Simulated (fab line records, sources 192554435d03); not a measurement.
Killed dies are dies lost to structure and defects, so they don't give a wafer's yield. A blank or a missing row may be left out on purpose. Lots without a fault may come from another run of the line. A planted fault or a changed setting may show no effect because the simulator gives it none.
Chamber matching | flow n5_finfet | N5_BEOL_M15_ILD_DEP_00 on pecvd-01: 3 sister chambers
The step deposits SiO2 from TEOS/O2, target thk 1629.3 nm, time 346.1 s. 3 wafers are shown with their chamber, then 9 later ones without.

WAFERS WITH THEIR CHAMBER
wafer  | chamber | throttle_valve_pct (%)
L086.3 | 2       | 18.6
L085.4 | 1       | 21.0
L085.5 | 0       | 18.0

WAFERS WITHOUT THEIR CHAMBER
wafer  | throttle_valve_pct (%)
L088.1 | 21.2
L088.3 | 18.4
L088.4 | 18.0
L087.3 | 18.2
L087.4 | 18.1
L087.6 | 18.6
L096.3 | 17.0
L096.5 | 18.5
L096.6 | 17.1

WHICH CHAMBER EACH WENT THROUGH
wafer  | from the rows above     | in truth
L088.1 | 1                       | 1
L088.3 | can't be placed: 2 or 0 | 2
L088.4 | can't be placed: 0 or 2 | 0
L087.3 | can't be placed: 0 or 2 | 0
L087.4 | can't be placed: 0 or 2 | 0
L087.6 | can't be placed: 2 or 0 | 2
L096.3 | can't be placed: 0 or 2 | 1
L096.5 | can't be placed: 2 or 0 | 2
L096.6 | can't be placed: 0 or 2 | 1
Placed correctly: 1 of 9. Can't be placed from these rows: 8 (the true chamber is among the candidates in 6). Placed wrongly: 0.
How it was worked out, from the rows above alone: a wafer's distance from a chamber is the root of the sum, over the readings, of the square of ((its reading less the chamber's mean) divided by the reading's scatter). The wafer belongs to the nearest chamber; if the next one is less than 2 further off, it can't be placed. A chamber's mean is the mean of its shown wafers. The scatter: with one shown wafer a chamber, the root of the mean of the squares of how far each hidden wafer lies from its nearest shown one.
